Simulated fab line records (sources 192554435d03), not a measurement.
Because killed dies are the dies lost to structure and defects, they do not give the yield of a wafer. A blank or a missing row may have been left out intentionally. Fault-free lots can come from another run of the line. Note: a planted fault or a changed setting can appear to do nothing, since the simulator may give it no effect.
A struck lot beside a sound one | flow n5 finfet | 35 out of 1938 route steps
Sound: the wafers L846.2, L846.3, L846.5. Struck: wafer L842.1 (L842.5, L842.6, from the same lot, were not struck and are left out); the cause is given at the end.
At each step with rows: each side's tool, then ch and its chambers, then its first start. Under that, the readings that differ: sound wafers | struck wafers | difference of the means | sigmas: that difference in standard deviations of wafers without a fault.
alike: a reading whose means differ by less than 2 such deviations, as well as words and numbers matching on both sides. not compared: withheld readings; readings where some wafer has no value; bounds like >300 that might hide an equal value; numbers whose values overlap and for which the record gives no deviation.
The two part at a step that has a row with sigmas, a row that says differs or no value, or rows on one side only. Numbers that don't overlap but have no deviation are shown without sigmas and don't part them. Lack of a reading on every wafer of one side parts them only where that side has two or more wafers.

first, 9 steps without rows for these wafers: N5_HKMG_FIN_EXPOSE_46 (exposes mask NDIPOLE); N5_HKMG_FIN_PEB_47 (peb time 60 s); N5_HKMG_FIN_DEVELOP_48 (develop time 30 s); N5_HKMG_FIN_DESCUM_53 (chemistry O2, time 7.9 s); N5_HKMG_FIN_ETCH_54 (etches SiARC in CF4, target depth 45.5 nm, time 75.8 s); N5_HKMG_FIN_ETCH_55 (etches SOC in N2/H2, target depth 240 nm, time 300 s); N5_HKMG_FIN_STRIP_56 (strips in N2/H2); N5_HKMG_FIN_STRIP_57 (strips in CF4); N5_HKMG_FIN_ETCH_58 (etches SOC in N2/H2, target depth 215.8 nm, time 741 s).
N5_HKMG_FIN_STRIP_93: strips SOC in N2/H2, time 20 s.
  sound on rie diel-06 ch 0,2, day 5 16:43; struck on rie diel-03 ch 1, day 4 17:18
  reading                | sound          | struck | difference | sigmas
  throttle valve pct (%) | 18.9 19.5 18.9 | 18.2   | -0.9       | -3
  alike: drypump motor current A, oes product au, rf vpp V, showerhead plenum p Torr
  not compared: rf hours counter h
then, 21 steps without rows for these wafers: N5_HKMG_FIN_WET_ETCH_76 (etches Al2O3 in dNH4OH, stops on La2O3, target depth 2.25 nm, rinse time 30 s); N5_HKMG_FIN_STRIP_60 (strips in N2/H2, time 360 s); N5_HKMG_FIN_WET_ETCH_77 (etches La2O3 in dHCl, stops on HfO2, target depth 2 nm); N5_HKMG_FIN_WET_ETCH_78 (etches Al2O3 in dNH4OH, stops on La2O3, target depth 4.5 nm, rinse time 30 s); N5_HKMG_FIN_ALD_79 (deposits TiN, target thk 1.5 nm, pulse time 1 s, purge time 3 s); N5_HKMG_FIN_CVD_62 (deposits a-Si from Si2H6, target thk 3 nm, time 20.8 s); N5_HKMG_FIN_RTA_80 (time 2 s); N5_HKMG_FIN_PRECLEAN_64 (cleans in dHF, time 30 s); N5_HKMG_FIN_WET_ETCH_65 (etches a-Si in TMAH, stops on TiN, time 49 s, target depth 3 nm); N5_HKMG_FIN_WET_ETCH_81 (etches TiN in SC1, stops on HfO2, time 57 s, target depth 6 nm); N5_HKMG_FIN_WET_ETCH_82 (etches La2O3 in dHCl, stops on HfO2, target depth 2 nm, rinse time 30 s); N5_HKMG_FIN_ALD_36 (deposits TiN, target thk 1 nm, pulse time 1 s, purge time 3 s); N5_HKMG_FIN_PWFM_ALD_03 (deposits TiN, target thk 2 nm, pulse time 1 s, purge time 3 s); N5_HKMG_FIN_COAT_29 (time 60 s, resist thk 300 nm); N5_HKMG_FIN_COAT_30 (time 60 s, resist thk 35 nm); N5_HKMG_FIN_COAT_06 (resist thk 90 nm); N5_HKMG_FIN_EBR_08; N5_HKMG_FIN_SOFTBAKE_07 (time 60 s); N5_HKMG_FIN_EXPOSE_09 (exposes mask NWFM); N5_HKMG_FIN_PEB_10 (peb time 60 s); N5_HKMG_FIN_DEVELOP_11 (develop time 30 s).
N5_HKMG_FIN_INSPECT_14: inspects for defects (macro).
  sound on defect inspect-01 at day 5 19:23; struck on defect inspect-02 at day 4 19:59
  reading          | sound | struck | difference | sigmas
  raw defect count | 3 3 4 | >300   | differs    |
then, 1 step without rows for these wafers: N5_HKMG_FIN_DESCUM_17 (chemistry O2, time 7.9 s).
-- here the record skips 5 days between the struck wafers' starts before and after, leaving off in module HKMG_FIN and picking up in module BEOL_M4 (first step shown: number 1111 of the route) --
N5_BEOL_M4_RC_MEAS_101:
  sound on prober-02 ch 0, day 10 19:51; struck on prober-01 ch 0, day 9 15:49
  alike: DIBL_N, DIBL_P, IOFF_N, IOFF_P, ION_N, ION_P, SS_N, SS_P, VT_N, VT_P
-- here the record skips 4 days between the struck wafers' starts before and after, leaving off in module BEOL_M4 and picking up in module PASSIVATION (first step shown: number 1936 of the route) --
N5_PASSIVATION_PROBE_49:
  the record has rows for the struck wafers here (prober-02, day 13 21:02) and none for the sound ones

== WHERE THEY PART ==
Last at N5_PASSIVATION_PROBE_49 as far as this record goes, first at N5_HKMG_FIN_STRIP_93.

WHY: the cause the simulator had injected
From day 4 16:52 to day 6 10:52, rie diel-03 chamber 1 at N5_HKMG_FIN_STRIP_93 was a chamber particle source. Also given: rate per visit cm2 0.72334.
